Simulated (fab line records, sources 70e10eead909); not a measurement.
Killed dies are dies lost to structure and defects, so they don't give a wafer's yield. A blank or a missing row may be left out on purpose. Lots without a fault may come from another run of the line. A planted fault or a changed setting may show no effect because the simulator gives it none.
Chamber matching | flow nand_harc | NHARC_A_STAIRCASE_DESCUM_312 on rie_diel-06: 4 sister chambers
The step chemistry O2, time 3 s. 22 wafers are shown with their chamber, then 11 later ones without.

WAFERS WITH THEIR CHAMBER
wafer  | chamber | showerhead_plenum_p_Torr (Torr) | drypump_motor_current_A (A) | rf_vpp_V (V)
L075.1 | 1       | 1.82                            | 5.5                         | 56.4
L075.4 | 0       | 1.86                            | 6.2                         | 57.5
L075.5 | 1       | 1.82                            | 5.6                         | 57.1
L077.2 | 3       | 1.86                            | 6.2                         | 55.3
L077.4 | 0       | 1.86                            | 6.1                         | 57.4
L077.5 | 1       | 1.82                            | 5.5                         | 57.5
L080.1 | 2       | 2.06                            | 6.3                         | 58.3
L080.2 | 0       | 1.86                            | 6.1                         | 58.0
L080.6 | 2       | 2.06                            | 6.3                         | 58.8
L085.2 | 0       | 1.85                            | 6.1                         | 57.7
L085.3 | 3       | 1.85                            | 6.2                         | 57.6
L085.6 | 2       | 2.06                            | 6.4                         | 58.6
L086.1 | 0       | 1.85                            | 6.1                         | 57.0
L086.3 | 2       | 2.06                            | 6.4                         | 59.1
L086.4 | 1       | 1.81                            | 5.6                         | 57.2
L091.2 | 1       | 1.80                            | 5.5                         | 57.0
L091.3 | 2       | 2.05                            | 6.4                         | 57.6
L091.4 | 0       | 1.85                            | 6.1                         | 55.7
L090.2 | 1       | 1.81                            | 5.5                         | 56.4
L090.4 | 2       | 2.05                            | 6.3                         | 58.7
L090.5 | 0       | 1.85                            | 6.1                         | 58.3
L092.2 | 1       | 1.80                            | 5.6                         | 56.5

SIGNATURES (means of the wafers above)
reading                  | chamber 0 | chamber 1 | chamber 2 | chamber 3 | scatter within a chamber
showerhead_plenum_p_Torr | 1.8543    | 1.8114    | 2.0567    | 1.8550    | 0.00683
drypump_motor_current_A  | 6.114     | 5.543     | 6.350     | 6.200     | 0.0476
rf_vpp_V                 | 57.371    | 56.871    | 58.517    | 56.450    | 0.725
Rule: a wafer's distance from a chamber is the root of the sum, over the readings, of the square of ((its reading less the chamber's mean) divided by the reading's scatter). The wafer belongs to the nearest chamber; if the next one is less than 2 further off, it can't be placed. The scatter: the root of (the sum of the squares of (reading less its chamber's mean) over the shown wafers, divided by (wafers less chambers)).

WAFERS WITHOUT THEIR CHAMBER
wafer  | showerhead_plenum_p_Torr (Torr) | drypump_motor_current_A (A) | rf_vpp_V (V)
L092.4 | 2.05                            | 6.3                         | 59.6
L092.6 | 2.05                            | 6.4                         | 58.0
L095.1 | 2.04                            | 6.3                         | 58.0
L095.2 | 1.84                            | 6.1                         | 57.5
L095.6 | 1.84                            | 6.1                         | 57.4
L096.1 | 1.84                            | 6.2                         | 56.7
L096.4 | 1.84                            | 6.2                         | 58.7
L096.6 | 1.80                            | 5.5                         | 57.7
L097.1 | 2.04                            | 6.4                         | 57.2
L097.3 | 1.84                            | 6.2                         | 58.5
L097.5 | 2.04                            | 6.3                         | 58.8

WHICH CHAMBER EACH WENT THROUGH
wafer  | from the rows above     | in truth
L092.4 | 2                       | 2
L092.6 | 2                       | 2
L095.1 | 2                       | 2
L095.2 | can't be placed: 0 or 3 | 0
L095.6 | can't be placed: 0 or 3 | 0
L096.1 | can't be placed: 3 or 0 | 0
L096.4 | can't be placed: 0 or 3 | 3
L096.6 | 1                       | 1
L097.1 | 2                       | 2
L097.3 | can't be placed: 0 or 3 | 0
L097.5 | 2                       | 2
Placed correctly: 6 of 11. Can't be placed from these rows: 5 (the true chamber is among the candidates in 5). Placed wrongly: 0.
